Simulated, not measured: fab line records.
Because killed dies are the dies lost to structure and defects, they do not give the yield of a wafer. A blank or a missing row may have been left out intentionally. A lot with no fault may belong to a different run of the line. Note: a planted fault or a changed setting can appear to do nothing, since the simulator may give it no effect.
Chamber matching ; flow nand-harc ; NHARC_A_CHANNEL_FILL_D1_CMP_10 on cmp-02: 4 sister chambers
The step polishes, target thk 150 nm. 16 wafers are shown with their chamber, then 8 later ones without.

WAFERS WITH THEIR CHAMBER
wafer;chamber;motor-current-A (A);time-to-endpoint-s (s)
L077.1;1;12.1;13.0
L077.5;1;11.3;17.3
L077.6;2;11.8;18.9
L079.2;2;11.8;15.4
L079.4;0;12.4;12.7
L079.6;3;12.9;11.7
L086.1;0;13.0;15.3
L086.2;1;12.2;14.2
L086.6;0;13.5;17.8
L088.2;3;13.4;11.9
L088.4;1;11.4;15.7
L088.5;3;12.9;14.6
L091.2;1;11.6;19.6
L091.4;3;13.4;14.1
L091.6;0;13.3;15.4
L093.1;3;13.3;13.6

SIGNATURES (averages over the wafers above)
reading;chamber 0;chamber 1;chamber 2;chamber 3;scatter within a chamber
motor-current-A;13.050;11.720;11.800;13.180;0.368
time-to-endpoint-s;15.300;15.960;17.150;13.180;2.1
Rule: a wafer's distance from a chamber is the root of the sum, over the readings, of the square of ((its reading less the chamber's mean) divided by the reading's scatter). If the next closest chamber is less than 2 further off than the closest, the wafer can't be placed; otherwise it belongs to the closest. The scatter is the square root of a quotient: the sum, over the shown wafers, of each reading's squared deviation from its chamber's mean, divided by wafers minus chambers.

WAFERS WITHOUT THEIR CHAMBER
wafer;motor-current-A (A);time-to-endpoint-s (s)
L093.2;11.2;17.2
L093.4;11.8;15.6
L095.3;11.6;15.4
L095.5;12.8;17.9
L095.6;14.2;14.3
L097.3;13.0;16.7
L097.5;13.0;17.6
L097.6;11.7;17.6

CHAMBER TAKEN BY EACH
wafer;from the rows above;in truth
L093.2;can't be placed: 1 or 2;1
L093.4;can't be placed: 1 or 2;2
L095.3;can't be placed: 1 or 2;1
L095.5;can't be placed: 0 or 3 or 2 or 1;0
L095.6;can't be placed: 3 or 0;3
L097.3;can't be placed: 0 or 3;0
L097.5;can't be placed: 0 or 3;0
L097.6;can't be placed: 2 or 1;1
Correct placement for 0 of the 8. Unplaceable from these rows: 8, with the true chamber sitting among the candidates in 8. 0 placed wrongly.
